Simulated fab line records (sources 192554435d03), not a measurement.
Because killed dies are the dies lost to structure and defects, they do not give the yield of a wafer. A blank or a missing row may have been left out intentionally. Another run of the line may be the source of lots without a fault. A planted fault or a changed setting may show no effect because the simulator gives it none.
fab line records	flow n5-finfet
record: lots: 24	wafers: 72	last-day: 17
route steps=1938 shown BEOL_M9@1421
lots that met no fault: from a run of the same line without faults
start-h: hours from the record's opening day to when the first of the lot's shown wafers began	wait-h: hours from the lot's prior step to this one	" unchanged from the row above	L1.1+2: several wafers, shown together as one row	- no value, or no start given	* or withheld: withheld	< > ~ a bound
route shown NAME@n: a module of which the file shows steps, and the number in the route of the first	usual: mean/standard deviation taken from wafers without a fault	same: alike in all rows	chamber/n: place in a boat	sites: per-site readings	_std_site: their standard deviation	_edge_site: inner sites' mean taken away from outer sites' mean	radius-mm: how far each site lies from the wafer's centre	mask NAME#n: copy n	behind: the tool/chamber that last shaped the wafer	hold: cause of the lot's hold/its duration in hours/its outcome	device: the n, p or np transistor that did not switch	end of line: the route-end tests of the same wafers	a step without rows: its recipe alone	killed: at the first sort, the dies lost to defects and structure; wafer yield is something else	map: a wafer's dies, x killed, . not, _ none there
set.NAME: the run value of the setting; set.NAME@STEP: its run value at that earlier step	model.NAME: the simulator's own value behind a step, which no gauge read
route steps across a sampled set of lots; one table per step, one row per wafer
services: the hour from which a tool's chamber was out of use, counted from the record's first day as start-h (under 0 if before that day), plus the number of hours and why
== steps ==
step: N5_BEOL_M9_STRIP_67
recipe: chemistry: CF4	resist: SiARC	power-w: 300	bias-power-w: 75	pressure-mtorr: 50	cf4-flow-sccm: 150	rf-frequency-hz: 6e+07
usual: cf4-flow-sccm: 150.0/0.43	drypump-motor-current-A: 5.8/0.49	oes-product-au: 0.80/0.071	power-w: 300.0/0.86	rf-vpp-V: 271.2/1.6	showerhead-plenum-p-Torr: 1.80/0.064	throttle-valve-pct: 13.56/0.24
lot.wafer	tool	chamber	start-h	wait-h	cf4-flow-sccm	drypump-motor-current-A	oes-product-au	power-w	rf-hours-counter-h	rf-vpp-V	showerhead-plenum-p-Torr	throttle-valve-pct
L074.1	rie-diel-05	2	188.48	0.0	150.3	5.4	0.73	301.0	181	269.5	1.78	13.92
L074.3	"	0	"	"	149.8	5.6	0.97	299.5	4	269.4	1.76	13.10
L074.5	"	2	"	"	149.8	5.4	0.74	300.3	-	272.6	1.78	13.92
L077.1	rie-diel-02	3	215.29	0.0	150.6	6.5	0.90	301.7	21	271.9	1.82	13.21
L077.4	"	3	"	"	150.4	6.5	0.90	301.1	-	270.8	1.82	13.20
L077.6	"	0	"	"	150.1	5.1	0.89	299.6	-	273.7	1.90	13.70
L078.1	rie-diel-06	2	225.71	0.0	150.9	6.5	0.77	300.2	164	270.6	1.79	13.74
L078.2	"	0	"	"	150.1	5.7	0.83	300.5	55	272.3	1.82	13.26
L078.3	"	3	"	"	149.8	6.5	0.82	300.7	92	271.0	1.74	13.55
L075.3	rie-diel-06	2	226.92	0.0	150.0	6.5	0.77	298.4	165	272.2	1.79	13.75
L075.5	"	3	"	"	149.4	6.6	0.81	299.2	-	271.1	1.74	13.57
L075.6	"	0	"	"	150.6	5.7	0.84	300.0	-	271.8	1.82	13.26
L076.1	rie-diel-05	2	237.00	0.0	151.0	5.4	0.72	299.7	199	271.2	1.78	13.95
L076.4	"	1	"	"	149.6	5.9	0.74	300.3	199	272.6	1.85	13.79
L076.5	"	3	"	"	149.7	5.7	0.93	300.0	-	273.5	1.91	13.39
L080.1	rie-diel-05	0	241.06	0.0	149.9	5.7	0.91	299.6	21	270.9	1.76	13.13
L080.2	"	1	"	"	150.3	5.8	0.74	300.6	200	273.8	1.85	13.77
L080.6	"	1	"	"	150.5	5.8	0.74	299.5	-	271.8	1.85	13.79
L079.2	rie-diel-06	0	247.82	0.0	150.1	5.7	0.83	299.6	61	271.4	1.82	13.26
L079.3	"	3	"	"	149.2	6.6	0.81	299.6	98	269.6	1.74	13.57
L079.5	"	2	"	"	150.4	6.5	0.76	300.0	-	271.9	1.79	13.75
L081.2	rie-diel-05	2	270.58	0.0	149.4	5.4	0.71	300.7	207	271.5	1.77	13.98
L081.4	"	1	"	"	150.7	5.8	0.73	300.7	206	271.4	1.85	13.80
L081.5	"	3	"	"	150.0	5.7	0.90	299.6	-	274.3	1.91	13.42
L083.1	rie-diel-02	0	270.69	0.0	149.6	5.1	0.86	299.4	46	272.2	1.90	13.74
L083.3	"	1	"	"	149.5	5.6	0.73	299.8	190	273.5	1.85	13.73
L083.5	"	3	"	"	149.6	6.6	0.88	300.3	-	272.2	1.82	13.24
L082.3	rie-diel-05	1	274.28	0.0	149.4	5.8	0.73	299.7	207	272.8	1.85	13.81
L082.4	"	0	"	"	150.2	5.7	0.89	300.5	28	269.9	1.76	13.14
L082.5	"	2	"	"	150.6	5.4	0.72	300.7	-	271.2	1.77	13.98
L084.1	rie-diel-06	2	274.44	0.0	149.8	6.5	0.75	300.1	178	269.8	1.79	13.79
L084.3	"	0	"	"	150.1	5.7	0.82	300.4	69	272.7	1.81	13.30
L084.5	"	2	"	"	149.9	6.5	0.75	301.0	-	271.1	1.79	13.79
L085.2	rie-diel-05	0	277.82	0.0	149.6	5.6	0.89	298.3	29	271.4	1.76	13.16
L085.4	"	1	"	"	150.2	5.9	0.72	300.4	208	273.6	1.85	13.81
L085.5	"	0	"	"	150.3	5.6	0.90	301.4	-	269.1	1.76	13.17
L086.2	rie-diel-02	0	286.10	0.0	149.2	5.1	0.86	299.4	50	273.5	1.90	13.73
L086.4	"	1	"	"	150.1	5.6	0.72	300.8	194	273.0	1.85	13.73
L086.6	"	3	"	"	149.6	6.6	0.86	301.1	-	272.8	1.82	13.26
L088.3	rie-diel-02	3	293.63	0.0	149.4	6.6	0.86	300.0	46	270.4	1.82	13.26
L088.4	"	1	"	"	149.6	5.6	0.72	299.1	197	272.8	1.85	13.76
L088.5	"	3	"	"	149.0	6.6	0.86	300.2	-	272.9	1.82	13.27
L087.2	rie-diel-05	0	294.24	0.0	150.0	5.6	0.88	300.2	33	270.3	1.76	13.17
L087.3	"	3	"	"	149.7	5.7	0.90	300.6	26	272.9	1.91	13.45
L087.4	"	2	"	"	150.3	5.4	0.71	300.3	213	270.9	1.77	13.98
L089.1	rie-diel-06	2	294.68	0.0	149.7	6.5	0.75	298.3	185	272.9	1.79	13.77
L089.3	"	0	"	"	149.9	5.7	0.82	300.8	75	272.0	1.81	13.31
L089.4	"	1	"	"	150.5	5.5	0.72	299.4	215	270.0	1.71	13.66
L090.1	rie-diel-02	1	313.00	0.0	149.9	5.5	0.72	299.0	203	272.2	1.85	13.78
L090.2	"	0	"	"	150.3	5.1	0.84	299.6	60	272.7	1.89	13.77
L090.3	"	2	"	"	150.9	5.1	0.78	299.6	116	269.8	1.73	13.51
L091.1	rie-diel-06	0	322.80	0.0	150.1	5.7	0.81	299.7	80	271.0	1.81	13.33
L091.2	"	3	"	"	149.1	6.6	0.79	299.8	116	268.2	1.74	13.63
L091.5	"	1	"	"	149.9	5.5	0.71	300.0	-	269.0	1.71	13.68
L092.1	rie-diel-02	0	325.89	0.0	149.9	5.1	0.84	300.8	63	271.9	1.89	13.77
L092.4	"	2	"	"	150.6	5.1	0.78	301.0	122	268.9	1.73	13.54
L092.5	"	2	"	"	150.0	5.1	0.77	299.5	-	268.9	1.73	13.52
L093.1	rie-diel-06	2	326.85	0.0	149.9	6.5	0.74	299.4	189	270.6	1.79	13.81
L093.2	"	0	"	"	150.0	5.7	0.81	300.9	81	272.3	1.81	13.33
L093.5	"	3	"	"	149.3	6.5	0.79	299.0	-	269.4	1.74	13.61
L094.2	rie-diel-06	0	327.10	0.0	149.9	5.7	0.81	300.2	81	272.0	1.81	13.31
L094.3	"	2	"	"	149.6	6.5	0.74	300.6	189	269.6	1.79	13.79
L094.5	"	0	"	"	149.6	5.7	0.80	298.6	-	272.1	1.81	13.32
L095.2	rie-diel-06	1	339.08	0.0	149.9	5.5	0.71	300.5	226	268.4	1.70	13.68
L095.4	"	3	"	"	149.8	6.5	0.79	298.4	-	269.2	1.73	13.63
L095.6	"	3	"	"	150.2	6.6	0.79	298.8	-	270.1	1.73	13.62
L096.1	rie-diel-05	3	345.46	0.0	149.7	5.7	0.86	299.4	40	275.6	1.90	13.46
L096.2	"	0	"	"	149.6	5.6	0.86	299.6	51	270.8	1.75	13.21
L096.6	"	3	"	"	150.6	5.7	0.87	300.6	-	274.0	1.90	13.49
L097.1	rie-diel-06	3	349.40	0.0	149.8	6.5	0.78	300.4	127	271.2	1.73	13.64
L097.2	"	2	"	"	149.5	6.5	0.74	300.3	195	270.8	1.78	13.80
L097.4	"	2	"	"	150.1	6.5	0.73	300.5	-	270.0	1.79	13.81
step: N5_BEOL_M9_ETCH_66
recipe: chemistry: N2/H2	target: SOC	target-depth-a: 800	overetch-a: 160	mask-material: SiARC	temp-c: 40	time-s: 120	ion-energy-ev: 200	pressure-mtorr: 30	source-w: 840	bias-w: 150	n2-flow-sccm: 200	h2-flow-sccm: 200
usual: drypump-motor-current-A: 5.8/0.51	oes-product-au: 0.61/0.054	rf-vpp-V: 524.0/2.7	showerhead-plenum-p-Torr: 2.55/0.092	throttle-valve-pct: 17.84/0.26
lot.wafer	tool	chamber	start-h	wait-h	drypump-motor-current-A	oes-product-au	rf-hours-counter-h	rf-vpp-V	showerhead-plenum-p-Torr	throttle-valve-pct
L074.1	rie-diel-06	1	190.12	0.0	5.5	0.57	184	520.5	2.43	17.88
L074.3	"	0	"	"	5.7	0.65	45	525.6	2.59	17.57
L074.5	"	3	"	"	6.6	0.63	-	521.5	2.47	17.75
L077.1	rie-diel-05	1	216.91	0.0	5.9	0.57	192	526.7	2.64	18.13
L077.4	"	3	"	"	5.7	0.73	6	528.3	2.71	17.72
L077.6	"	0	"	"	5.6	0.71	-	522.4	2.50	17.47
L078.1	rie-diel-02	1	226.54	0.0	5.5	0.56	178	525.5	2.65	18.06
L078.2	"	3	"	"	6.6	0.68	26	525.1	2.59	17.40
L078.3	"	0	"	"	5.1	0.67	33	527.3	2.71	18.02
L075.3	rie-diel-02	0	229.08	0.0	5.1	0.68	34	527.8	2.71	18.00
L075.5	"	1	"	"	5.6	0.56	-	526.1	2.64	18.06
L075.6	"	0	"	"	5.1	0.67	-	528.7	2.71	18.01
L076.1	rie-diel-02	2	238.09	0.0	5.1	0.61	95	522.5	2.47	17.65
L076.4	"	0	"	"	5.1	0.67	37	528.4	2.70	18.03
L076.5	"	2	"	"	5.1	0.61	-	519.8	2.47	17.67
L080.1	rie-diel-05	1	241.85	0.0	5.9	0.56	200	526.0	2.63	18.15
L080.2	"	0	"	"	5.6	0.70	22	521.8	2.49	17.48
L080.6	"	1	"	"	5.8	0.56	-	526.7	2.63	18.16
L079.2	rie-diel-06	1	249.99	0.0	5.5	0.56	201	520.6	2.42	17.91
L079.3	"	2	"	"	6.5	0.58	171	521.9	2.53	17.80
L079.5	"	2	"	"	6.5	0.58	-	523.4	2.53	17.80
L081.2	rie-diel-05	1	271.43	0.0	5.8	0.56	206	527.0	2.63	18.15
L081.4	"	2	"	"	5.4	0.55	207	523.1	2.52	18.27
L081.5	"	0	"	"	5.7	0.69	-	523.3	2.49	17.51
L083.1	rie-diel-06	1	271.47	0.0	5.5	0.54	208	520.3	2.42	17.92
L083.3	"	2	"	"	6.5	0.57	178	523.1	2.52	17.83
L083.5	"	2	"	"	6.5	0.58	-	524.1	2.52	17.83
L082.3	rie-diel-06	2	275.01	0.0	6.5	0.58	179	522.5	2.52	17.84
L082.4	"	1	"	"	5.5	0.55	209	521.5	2.42	17.92
L082.5	"	1	"	"	5.5	0.55	-	521.3	2.42	17.92
L084.1	rie-diel-05	1	275.38	0.0	5.9	0.56	207	524.3	2.63	18.15
L084.3	"	2	"	"	5.4	0.55	208	523.8	2.52	18.27
L084.5	"	2	"	"	5.4	0.54	-	523.7	2.52	18.28
L085.2	rie-diel-06	3	279.79	0.0	6.5	0.61	107	521.4	2.46	17.81
L085.4	"	0	"	"	5.7	0.63	70	524.0	2.58	17.60
L085.5	"	2	"	"	6.5	0.57	-	524.8	2.52	17.84
L086.2	rie-diel-02	2	287.51	0.0	5.0	0.60	108	521.9	2.46	17.69
L086.4	"	3	"	"	6.6	0.66	44	524.3	2.58	17.45
L086.6	"	3	"	"	6.6	0.66	-	525.0	2.58	17.45
L087.2	rie-diel-02	3	300.22	0.0	6.6	0.66	48	525.0	2.58	17.47
L087.3	"	0	"	"	5.1	0.65	55	527.0	2.70	18.05
L087.4	"	1	"	"	5.6	0.55	198	525.6	2.64	18.11
L089.1	rie-diel-06	1	301.10	0.0	5.5	0.55	217	521.2	2.41	17.95
L089.3	"	0	"	"	5.7	0.62	77	524.8	2.58	17.62
L089.4	"	1	"	"	5.5	0.55	-	520.4	2.42	17.94
L088.3	rie-diel-02	3	301.14	0.0	6.6	0.65	48	526.1	2.58	17.46
L088.4	"	2	"	"	5.1	0.60	112	522.6	2.46	17.69
L088.5	"	2	"	"	5.1	0.60	-	520.1	2.46	17.70
L090.1	rie-diel-05	2	316.18	0.0	5.4	0.54	221	524.1	2.52	18.32
L090.2	"	0	"	"	5.7	0.67	42	521.9	2.49	17.54
L090.3	"	1	"	"	5.8	0.56	221	526.5	2.62	18.17
L091.1	rie-diel-05	3	325.15	0.0	5.7	0.68	34	527.7	2.70	17.78
L091.2	"	0	"	"	5.7	0.67	45	522.5	2.48	17.53
L091.5	"	0	"	"	5.7	0.66	-	521.2	2.48	17.54
L092.1	rie-diel-02	0	326.94	0.0	5.1	0.64	63	528.2	2.69	18.07
L092.4	"	2	"	"	5.1	0.59	123	522.1	2.45	17.72
L092.5	"	0	"	"	5.1	0.65	-	527.8	2.69	18.08
L093.1	rie-diel-05	3	327.76	0.0	5.7	0.67	35	529.1	2.70	17.76
L093.2	"	1	"	"	5.8	0.54	225	525.7	2.62	18.19
L093.5	"	1	"	"	5.8	0.55	-	524.8	2.62	18.18
L094.2	rie-diel-02	0	327.87	0.0	5.1	0.64	64	527.3	2.69	18.06
L094.3	"	2	"	"	5.1	0.59	123	520.6	2.45	17.70
L094.5	"	1	"	"	5.6	0.54	-	526.4	2.63	18.13
L095.2	rie-diel-06	1	342.93	0.0	5.5	0.54	228	520.4	2.41	17.98
L095.4	"	3	"	"	6.5	0.60	-	521.8	2.46	17.86
L095.6	"	3	"	"	6.6	0.60	-	520.6	2.46	17.84
L096.1	rie-diel-06	3	348.27	0.0	6.6	0.59	126	521.3	2.46	17.87
L096.2	"	2	"	"	6.6	0.57	194	522.7	2.52	17.85
L096.6	"	1	"	"	5.5	0.54	-	521.0	2.41	17.97
L097.1	rie-diel-05	1	351.41	0.0	5.8	0.55	231	525.9	2.62	18.20
L097.2	"	3	"	"	5.8	0.67	41	528.9	2.69	17.79
L097.4	"	2	"	"	5.4	0.54	232	523.2	2.51	18.33
step: N5_BEOL_M9_OCD_MEAS_38
usual: trench-depth-nm: 150.9/2.4
lot.wafer	tool	chamber	start-h	wait-h	trench-depth-nm
L074.1	ocd-01	-	190.50	-	149.3
L074.3	"	-	"	"	153.1
L074.5	"	-	"	"	151.8
L077.1	ocd-01	-	217.29	-	149.7
L077.4	"	-	"	"	153.4
L077.6	"	-	"	"	154.7
L078.1	ocd-02	-	226.92	-	147.2
L078.2	"	-	"	"	155.0
L078.3	"	-	"	"	153.7
L075.3	ocd-02	-	229.45	-	153.5
L075.5	"	-	"	"	147.7
L075.6	"	-	"	"	153.2
L076.1	ocd-01	-	238.46	-	149.9
L076.4	"	-	"	"	155.2
L076.5	"	-	"	"	150.9
L080.1	ocd-01	-	242.22	-	149.8
L080.2	"	-	"	"	153.2
L080.6	"	-	"	"	147.9
L079.2	ocd-01	-	250.37	-	146.6
L079.3	"	-	"	"	148.2
L079.5	"	-	"	"	149.7
L081.2	ocd-01	-	271.82	-	149.0
L081.4	"	-	"	"	150.0
L081.5	"	-	"	"	152.4
L083.1	ocd-02	-	271.85	-	147.6
L083.3	"	-	"	"	149.7
L083.5	"	-	"	"	149.4
L082.3	ocd-01	-	275.38	-	150.8
L082.4	"	-	"	"	147.9
L082.5	"	-	"	"	147.6
L084.1	ocd-02	-	275.75	-	148.3
L084.3	"	-	"	"	150.0
L084.5	"	-	"	"	150.2
L085.2	ocd-02	-	280.17	-	152.0
L085.4	"	-	"	"	151.5
L085.5	"	-	"	"	148.6
L086.2	ocd-01	-	287.88	-	150.1
L086.4	"	-	"	"	154.7
L086.6	"	-	"	"	155.9
L087.2	ocd-02	-	300.60	-	152.5
L087.3	"	-	"	"	152.8
L087.4	"	-	"	"	148.0
L089.1	ocd-02	-	301.48	-	147.3
L089.3	"	-	"	"	150.8
L089.4	"	-	"	"	147.1
L088.3	ocd-01	-	301.52	-	155.0
L088.4	"	-	"	"	148.1
L088.5	"	-	"	"	150.0
L090.1	ocd-01	-	316.56	-	149.8
L090.2	"	-	"	"	152.6
L090.3	"	-	"	"	148.8
L091.1	ocd-02	-	325.53	-	153.7
L091.2	"	-	"	"	154.4
L091.5	"	-	"	"	154.1
L092.1	ocd-02	-	327.31	-	153.5
L092.4	"	-	"	"	148.2
L092.5	"	-	"	"	152.8
L093.1	ocd-02	-	328.14	-	152.6
L093.2	"	-	"	"	146.0
L093.5	"	-	"	"	147.9
L094.2	ocd-01	-	328.25	-	153.5
L094.3	"	-	"	"	147.6
L094.5	"	-	"	"	148.8
L095.2	ocd-01	-	343.48	-	147.0
L095.4	"	-	"	"	150.3
L095.6	"	-	"	"	151.8
L096.1	ocd-02	-	348.65	-	150.2
L096.2	"	-	"	"	150.1
L096.6	"	-	"	"	147.0
L097.1	ocd-02	-	351.79	-	149.2
L097.2	"	-	"	"	152.7
L097.4	"	-	"	"	151.8
step: N5_BEOL_M9_SURFACE_TREAT_79
recipe: gas: Ar	time-s: *	ion-energy-ev: *	ion-current-ma-cm2: 0.5	pressure-mtorr: *	ar-flow-sccm: 30
usual: throttle-valve-pct: *
lot.wafer	tool	chamber	start-h	wait-h	throttle-valve-pct
L074.1	pvd-sputter-02	-	191.45	0.2	*
L074.3	"	-	"	"	*
L074.5	"	-	"	"	*
L077.1	pvd-sputter-03	-	218.62	0.2	*
L077.4	"	-	"	"	*
L077.6	"	-	"	"	*
L078.1	pvd-sputter-03	-	229.54	0.2	*
L078.2	"	-	"	"	*
L078.3	"	-	"	"	*
L075.3	pvd-sputter-03	-	230.43	0.2	*
L075.5	"	-	"	"	*
L075.6	"	-	"	"	*
L076.1	pvd-sputter-01	-	240.97	0.6	*
L076.4	"	-	"	"	*
L076.5	"	-	"	"	*
L080.1	pvd-sputter-02	-	247.27	0.2	*
L080.2	"	-	"	"	*
L080.6	"	-	"	"	*
L079.2	pvd-sputter-02	-	252.35	0.2	*
L079.3	"	-	"	"	*
L079.5	"	-	"	"	*
L083.1	pvd-sputter-03	-	273.66	0.2	*
L083.3	"	-	"	"	*
L083.5	"	-	"	"	*
L081.2	pvd-sputter-03	-	273.70	0.3	*
L081.4	"	-	"	"	*
L081.5	"	-	"	"	*
L082.3	pvd-sputter-02	-	277.10	0.2	*
L082.4	"	-	"	"	*
L082.5	"	-	"	"	*
L084.1	pvd-sputter-02	-	277.24	0.2	*
L084.3	"	-	"	"	*
L084.5	"	-	"	"	*
L085.2	pvd-sputter-03	-	281.73	0.4	*
L085.4	"	-	"	"	*
L085.5	"	-	"	"	*
L086.2	pvd-sputter-02	-	289.49	0.2	*
L086.4	"	-	"	"	*
L086.6	"	-	"	"	*
L087.2	pvd-sputter-01	-	302.39	0.2	*
L087.3	"	-	"	"	*
L087.4	"	-	"	"	*
L089.1	pvd-sputter-02	-	302.52	0.2	*
L089.3	"	-	"	"	*
L089.4	"	-	"	"	*
L088.3	pvd-sputter-02	-	302.56	0.2	*
L088.4	"	-	"	"	*
L088.5	"	-	"	"	*
L090.1	pvd-sputter-02	-	318.53	0.4	*
L090.2	"	-	"	"	*
L090.3	"	-	"	"	*
L091.1	pvd-sputter-01	-	327.13	0.3	*
L091.2	"	-	"	"	*
L091.5	"	-	"	"	*
L092.1	pvd-sputter-01	-	328.35	0.2	*
L092.4	"	-	"	"	*
L092.5	"	-	"	"	*
L093.1	pvd-sputter-03	-	330.57	1.4	*
L093.2	"	-	"	"	*
L093.5	"	-	"	"	*
L094.2	pvd-sputter-01	-	331.01	0.2	*
L094.3	"	-	"	"	*
L094.5	"	-	"	"	*
L095.2	pvd-sputter-01	-	344.81	0.3	*
L095.4	"	-	"	"	*
L095.6	"	-	"	"	*
L096.1	pvd-sputter-03	-	349.97	0.2	*
L096.2	"	-	"	"	*
L096.6	"	-	"	"	*
L097.1	pvd-sputter-01	-	353.27	0.2	*
L097.2	"	-	"	"	*
L097.4	"	-	"	"	*
step: N5_BEOL_M9_CMP_52
recipe: stop-on: SiCOH_lowk	t-overpolish-s: 7	down-force-psi: 1	platen-rpm: 50	clearing-platen-down-force-psi: 1.5	clearing-platen-rpm: 50	post-cmp-clean: cu-alkaline	target-thk-nm: 140	clearing-platen-pad-velocity-m-s: 0.99484	pad-velocity-m-s: 0.99484
usual: barrier-field-endpoint-s: 28.8/0.69	motor-current-A: 6.0/0.69	overpolish-run-s: 6.997/0.0096	time-to-endpoint-s: 65/3.1
same: t-overpolish-s: 7
lot.wafer	tool	chamber	start-h	wait-h	barrier-field-endpoint-s	motor-current-A	overpolish-run-s	time-to-endpoint-s
L074.3	cmp-04	1	192.33	0.2	28.2	7.3	6.984	62
L074.1	"	3	"	"	28.7	6.1	6.994	63
L074.5	"	1	"	"	27.7	7.3	6.995	61
L077.1	cmp-04	2	219.84	0.3	28.5	5.4	6.998	67
L077.4	"	1	"	"	28.6	7.3	6.999	65
L077.6	"	3	"	"	28.7	6.2	6.998	67
L078.3	cmp-03	1	230.32	0.2	28.7	5.4	6.998	65
L078.2	"	2	"	"	28.4	5.5	6.995	66
L078.1	"	0	"	"	29.6	6.3	6.985	68
L075.3	cmp-03	0	232.83	0.2	27.8	6.3	7.010	66
L075.6	"	0	"	"	29.6	6.0	7.000	70
L075.5	"	1	"	"	28.7	5.2	6.988	67
L076.4	cmp-04	1	242.02	0.2	29.1	7.2	7.005	67
L076.1	"	3	"	"	28.8	6.2	6.994	67
L076.5	"	0	"	"	28.9	5.6	7.003	65
L080.1	cmp-04	2	248.03	0.3	28.6	5.7	7.014	63
L080.2	"	3	"	"	29.1	5.8	6.999	68
L080.6	"	1	"	"	28.8	7.3	7.001	67
L079.2	cmp-04	0	253.62	0.2	28.9	5.4	6.990	69
L079.3	"	2	"	"	28.3	5.5	7.017	65
L079.5	"	0	"	"	29.8	5.4	7.007	70
L083.1	cmp-04	1	274.36	0.3	28.9	7.3	7.005	68
L083.3	"	0	"	"	28.0	5.9	6.987	67
L083.5	"	2	"	"	28.5	5.2	6.970	67
L081.2	cmp-02	2	274.70	0.3	29.6	5.5	7.006	69
L081.4	"	3	"	"	30.1	7.5	6.998	69
L081.5	"	0	"	"	29.6	5.5	6.995	65
L082.4	cmp-04	3	278.00	0.2	29.5	6.1	7.000	70
L082.3	"	0	"	"	29.1	5.2	7.002	70
L082.5	"	1	"	"	29.5	7.2	6.991	71
L084.1	cmp-02	0	278.23	0.3	29.1	5.7	6.988	67
L084.3	"	1	"	"	29.3	5.8	6.978	65
L084.5	"	0	"	"	29.4	5.5	6.991	64
L085.4	cmp-03	3	282.81	0.2	29.7	6.9	6.982	62
L085.2	"	0	"	"	29.3	6.1	6.989	64
L085.5	"	1	"	"	28.7	5.5	6.999	60
L086.2	cmp-03	3	290.22	0.2	27.2	6.6	6.994	63
L086.4	"	0	"	"	27.9	6.1	6.997	62
L086.6	"	0	"	"	28.0	6.2	7.015	60
L087.4	cmp-02	3	303.19	0.2	28.7	7.4	7.007	65
L087.3	"	0	"	"	27.3	5.7	6.986	62
L087.2	"	1	"	"	28.1	5.6	6.982	66
L088.3	cmp-03	3	303.46	0.2	29.1	6.1	7.017	64
L088.4	"	1	"	"	29.0	5.2	6.996	60
L088.5	"	3	"	"	29.8	6.4	7.000	65
L089.4	cmp-04	0	303.73	0.2	29.0	5.3	7.007	69
L089.3	"	1	"	"	29.0	7.4	6.985	70
L089.1	"	2	"	"	28.3	5.4	6.984	68
L090.2	cmp-03	3	319.30	0.2	29.2	6.6	7.000	69
L090.3	"	1	"	"	28.5	5.3	7.001	67
L090.1	"	2	"	"	28.5	5.4	6.997	66
L091.2	cmp-03	3	327.87	0.2	28.0	6.3	6.994	62
L091.1	"	2	"	"	28.2	5.6	7.011	61
L091.5	"	0	"	"	29.6	6.5	7.012	61
L092.4	cmp-03	0	329.43	0.2	28.3	6.2	6.997	63
L092.1	"	2	"	"	26.7	5.5	7.009	58
L092.5	"	0	"	"	27.9	6.6	6.975	62
L093.1	cmp-03	0	331.83	0.3	29.7	6.2	7.001	65
L093.2	"	2	"	"	28.9	5.5	7.005	63
L093.5	"	3	"	"	28.9	6.8	6.996	62
L094.2	cmp-04	3	332.37	0.2	29.1	6.1	6.987	68
L094.3	"	1	"	"	28.8	7.4	6.992	64
L094.5	"	2	"	"	29.0	5.4	6.998	65
L095.2	cmp-03	2	345.81	0.2	29.0	5.3	7.009	65
L095.4	"	0	"	"	29.4	6.2	6.997	65
L095.6	"	3	"	"	29.8	6.2	7.003	64
L096.1	cmp-02	3	350.74	0.3	29.5	7.7	7.012	66
L096.2	"	0	"	"	28.9	5.5	6.989	64
L096.6	"	0	"	"	29.0	5.6	7.009	63
L097.1	cmp-04	0	354.04	0.3	28.1	5.5	6.990	63
L097.4	"	2	"	"	29.1	5.7	6.987	66
L097.2	"	3	"	"	28.9	6.3	7.000	66
step: N5_BEOL_M9_INSPECT_58
recipe: inspect-instrument: darkfield	mode: post-dep
usual: raw-defect-count: 67/21
lot.wafer	tool	chamber	start-h	wait-h	raw-defect-count
L074.1	defect-inspect-01	-	192.75	0.0	66
L074.3	"	-	"	"	71
L074.5	"	-	"	"	96
L077.1	defect-inspect-01	-	220.30	0.0	55
L077.4	"	-	"	"	51
L077.6	"	-	"	"	56
L078.1	defect-inspect-02	-	230.77	0.0	55
L078.2	"	-	"	"	46
L078.3	"	-	"	"	45
L075.3	defect-inspect-02	-	233.28	0.0	77
L075.5	"	-	"	"	33
L075.6	"	-	"	"	54
L076.1	defect-inspect-01	-	242.47	0.0	95
L076.4	"	-	"	"	35
L076.5	"	-	"	"	53
L080.1	defect-inspect-01	-	248.45	0.0	32
L080.2	"	-	"	"	54
L080.6	"	-	"	"	37
L079.2	defect-inspect-01	-	254.04	0.0	54
L079.3	"	-	"	"	34
L079.5	"	-	"	"	120
L083.1	defect-inspect-01	-	274.81	0.0	72
L083.3	"	-	"	"	76
L083.5	"	-	"	"	98
L081.2	defect-inspect-01	-	275.08	0.0	76
L081.4	"	-	"	"	59
L081.5	"	-	"	"	77
L082.3	defect-inspect-01	-	278.38	0.0	65
L082.4	"	-	"	"	87
L082.5	"	-	"	"	57
L084.1	defect-inspect-01	-	278.65	0.0	81
L084.3	"	-	"	"	77
L084.5	"	-	"	"	57
L085.2	defect-inspect-01	-	283.19	0.0	108
L085.4	"	-	"	"	111
L085.5	"	-	"	"	45
L086.2	defect-inspect-01	-	290.68	0.0	67
L086.4	"	-	"	"	79
L086.6	"	-	"	"	60
L087.2	defect-inspect-02	-	303.60	0.0	67
L087.3	"	-	"	"	39
L087.4	"	-	"	"	58
L088.3	defect-inspect-01	-	303.88	0.0	113
L088.4	"	-	"	"	83
L088.5	"	-	"	"	77
L089.1	defect-inspect-02	-	304.15	0.0	90
L089.3	"	-	"	"	67
L089.4	"	-	"	"	84
L090.1	defect-inspect-01	-	319.75	0.0	99
L090.2	"	-	"	"	89
L090.3	"	-	"	"	64
L091.1	defect-inspect-02	-	328.33	0.0	69
L091.2	"	-	"	"	58
L091.5	"	-	"	"	71
L092.1	defect-inspect-02	-	329.85	0.0	62
L092.4	"	-	"	"	69
L092.5	"	-	"	"	84
L093.1	defect-inspect-02	-	332.24	0.0	48
L093.2	"	-	"	"	53
L093.5	"	-	"	"	47
L094.2	defect-inspect-01	-	332.79	0.0	69
L094.3	"	-	"	"	72
L094.5	"	-	"	"	64
L095.2	defect-inspect-02	-	346.27	0.0	108
L095.4	"	-	"	"	72
L095.6	"	-	"	"	93
L096.1	defect-inspect-02	-	351.19	0.0	81
L096.2	"	-	"	"	47
L096.6	"	-	"	"	85
L097.1	defect-inspect-01	-	354.50	0.0	85
L097.2	"	-	"	"	45
L097.4	"	-	"	"	52
== services ==
tool	chamber	start-h	hours	kind
cmp-04	-	166.09	6.3	pm
cmp-03	-	166.54	26.7	pm
cmp-04	-	174.50	1.8	repair
rie-diel-05	3	175.58	-	clean
rie-diel-05	3	175.58	-	consumable-replace:focus-ring
rie-diel-05	3	175.58	-	consumable-replace:showerhead
rie-diel-05	3	175.58	22.7	scheduled-down
rie-diel-05	3	175.58	22.7	vent-cycle
rie-diel-02	2	187.47	42.2	repair
rie-diel-05	-	197.43	0.5	repair
cmp-04	-	212.57	4.0	pm
cmp-04	-	216.57	-	consumable-replace:conditioner
cmp-04	-	216.57	-	consumable-replace:pad
cmp-04	-	253.81	6.2	pm
cmp-03	-	263.69	4.0	pm
cmp-03	-	269.16	8.9	pm
rie-diel-06	2	297.63	7.9	repair
rie-diel-05	3	298.23	8.0	repair
rie-diel-06	-	302.99	14.6	pm
rie-diel-02	0	316.48	3.8	repair
rie-diel-06	0	329.38	30.4	repair
rie-diel-02	0	333.06	3.4	repair
rie-diel-06	2	337.79	6.0	repair
pvd-sputter-03	-	340.21	4.5	repair
== key ==
fault none
